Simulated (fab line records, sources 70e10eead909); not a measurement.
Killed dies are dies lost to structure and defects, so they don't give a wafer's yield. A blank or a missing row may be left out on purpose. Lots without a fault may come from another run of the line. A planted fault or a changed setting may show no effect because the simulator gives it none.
Chamber matching | flow nand_harc | NHARC_P_M0_PRE_CLEAN_31 on pecvd-03: 3 sister chambers
The step time 12 s. 3 wafers are shown with their chamber, then 7 later ones without.

WAFERS WITH THEIR CHAMBER
wafer  | chamber | heater_power_outer_w (W)
L082.5 | 0       | 365
L084.4 | 1       | 303
L084.5 | 2       | 285

WAFERS WITHOUT THEIR CHAMBER
wafer  | heater_power_outer_w (W)
L084.6 | 352
L090.3 | 342
L090.5 | 397
L090.6 | 329
L095.2 | 332
L095.4 | 351
L095.5 | 337

WHICH CHAMBER EACH WENT THROUGH
wafer  | from the rows above          | in truth
L084.6 | can't be placed: 0 or 1      | 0
L090.3 | can't be placed: 0 or 1 or 2 | 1
L090.5 | 0                            | 0
L090.6 | can't be placed: 1 or 0 or 2 | 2
L095.2 | can't be placed: 1 or 0 or 2 | 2
L095.4 | can't be placed: 0 or 1      | 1
L095.5 | can't be placed: 0 or 1 or 2 | 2
Placed correctly: 1 of 7. Can't be placed from these rows: 6 (the true chamber is among the candidates in 6). Placed wrongly: 0.
How it was worked out, from the rows above alone: a wafer's distance from a chamber is the root of the sum, over the readings, of the square of ((its reading less the chamber's mean) divided by the reading's scatter). The wafer belongs to the nearest chamber; if the next one is less than 2 further off, it can't be placed. A chamber's mean is the mean of its shown wafers. The scatter: with one shown wafer a chamber, the root of the mean of the squares of how far each hidden wafer lies from its nearest shown one.
